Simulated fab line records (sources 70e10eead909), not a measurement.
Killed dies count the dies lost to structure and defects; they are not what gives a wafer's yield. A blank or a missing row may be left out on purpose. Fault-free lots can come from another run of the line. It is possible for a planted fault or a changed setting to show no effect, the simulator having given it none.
Chamber matching	flow nand harc	4 sister chambers for NHARC_A_CHANNEL_FILL_D2_ETCHBACK_20 on rie diel-12
The step etches the open film in C4F8/O2/Ar, target depth 27 nm, time 13.5 s. 7 wafers are shown with their chamber, then 7 later ones without.

WAFERS, EACH WITH ITS CHAMBER
wafer	chamber	rf vpp V (V)	bias w (W)
L907.5	3	975	1499
L914.3	0	972	1505
L915.1	2	980	1500
L915.2	1	984	1499
L915.3	3	976	1502
L916.4	1	980	1501
L916.5	2	978	1497

WAFERS WHOSE CHAMBER IS MISSING
wafer	rf vpp V (V)	bias w (W)
L916.6	982	1499
L917.1	979	1505
L917.2	972	1502
L917.4	977	1502
L918.3	984	1492
L918.4	972	1503
L918.5	975	1504

CHAMBER TAKEN BY EACH
wafer	from the rows above	in truth
L916.6	can't be placed: 1 or 2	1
L917.1	can't be placed: 3 or 1 or 2 or 0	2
L917.2	can't be placed: 0 or 3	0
L917.4	can't be placed: 3 or 2 or 1 or 0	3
L918.3	can't be placed: 1 or 2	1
L918.4	can't be placed: 0 or 3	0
L918.5	can't be placed: 0 or 3 or 2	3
Correctly placed: 0 of 7. These rows do not allow placing 7 (true chamber among the candidates in 7). 0 placed wrongly.
How it was worked out, from the rows above alone: a wafer's distance from a chamber is the root of the sum, over the readings, of the square of ((its reading less the chamber's mean) divided by the reading's scatter). The wafer belongs to the nearest chamber; if the next one is less than 2 further off, it can't be placed. A chamber's mean is the mean of its shown wafers. The scatter: take each reading less its chamber's mean, square it, sum over the shown wafers, divide by the number of wafers less the number of chambers, and take the root.
